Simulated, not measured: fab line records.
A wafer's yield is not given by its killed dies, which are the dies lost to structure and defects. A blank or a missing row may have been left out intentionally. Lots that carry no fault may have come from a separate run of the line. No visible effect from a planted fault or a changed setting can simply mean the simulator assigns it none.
A lot that was struck, set against a sound lot + flow nand harc + 15 out of 1302 route steps
Sound: these wafers, L364.1, L364.4, L364.5. Wafers struck: L370.2, L370.4, L370.6. The cause comes at the end.
Order at every step that has rows: each side's tool, ch and its chambers, its first start. Under that, the readings that differ: sound wafers + struck wafers + difference of the means + sigmas: that difference in standard deviations of wafers without a fault.
alike: readings whose means differ by less than 2 such deviations, and words and numbers that are the same on both sides. not compared: withheld readings, readings that some wafer has no value for, bounds like >300 that may hide the same value, and numbers for which the record gives no deviation and whose values overlap.
A row with sigmas, a row that says differs or no value, or rows on one side alone: a step with any of these is where the two part. Numbers that don't overlap but have no deviation are shown without sigmas and don't part them. Lack of a reading on every wafer of one side parts them only where that side has two or more wafers.

first, 1 step without rows for these wafers: NHARC_P_ZERO_WELL_HARDBAKE_25 (time 80 s).
NHARC_P_ZERO_WELL_DESCUM_26: chemistry O2, time 3 s.
  sound on rie diel-07 ch 2,3, day 1 06:52; struck on rie diel-01 ch 1,2,3, day 3 10:47
  alike: drypump motor current A, oes product au, rf vpp V, showerhead plenum p Torr, throttle valve pct
  not compared: rf hours counter h
then, 10 steps without rows for these wafers: NHARC_P_ZERO_WELL_IMPLANT_27; NHARC_P_ZERO_WELL_IMPLANT_57; NHARC_P_ZERO_WELL_IMPLANT_58; NHARC_P_ZERO_WELL_STRIP_28 (strips in SPM, time 840 s); NHARC_P_ZERO_WELL_DEHYDRATE_29 (time 120 s); NHARC_P_ZERO_WELL_HMDS_30 (time 30 s); NHARC_P_ZERO_WELL_COAT_31; NHARC_P_ZERO_WELL_SOFTBAKE_32 (time 95 s); NHARC_P_ZERO_WELL_EBR_33; NHARC_P_ZERO_WELL_EXPOSE_34 (exposes mask P PWELL, target cd 720 nm).
NHARC_P_ZERO_WELL_PEB_35: peb time 85 s.
  sound on litho track-02 ch 0, day 1 08:07; struck on litho track-07 ch 0, day 3 12:10
| reading                  | sound                | struck               | difference | sigmas |
|--------------------------|----------------------|----------------------|------------|--------|
| heater power total W (W) | 163.73 164.46 163.54 | 159.94 160.33 159.86 | -3.87      | -13    |
| plate temp C (C)         | 118.00 117.83 118.07 | 115.79 115.73 115.79 | -2.20      | -16    |
then, 1 step without rows for these wafers: NHARC_P_ZERO_WELL_DEVELOP_36 (time 70 s).
NHARC_END_SORT_01:
  the record has rows for the sound wafers here (prober-01 ch 0, day 25 18:02) and none for the struck ones

== WHERE THEY PART ==
Last at NHARC_END_SORT_01 as far as this record goes, first at NHARC_P_ZERO_WELL_PEB_35.

WHY: the cause the simulator had injected
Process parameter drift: litho track-07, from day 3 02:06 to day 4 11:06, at NHARC_P_ZERO_WELL_PEB_35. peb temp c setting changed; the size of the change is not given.
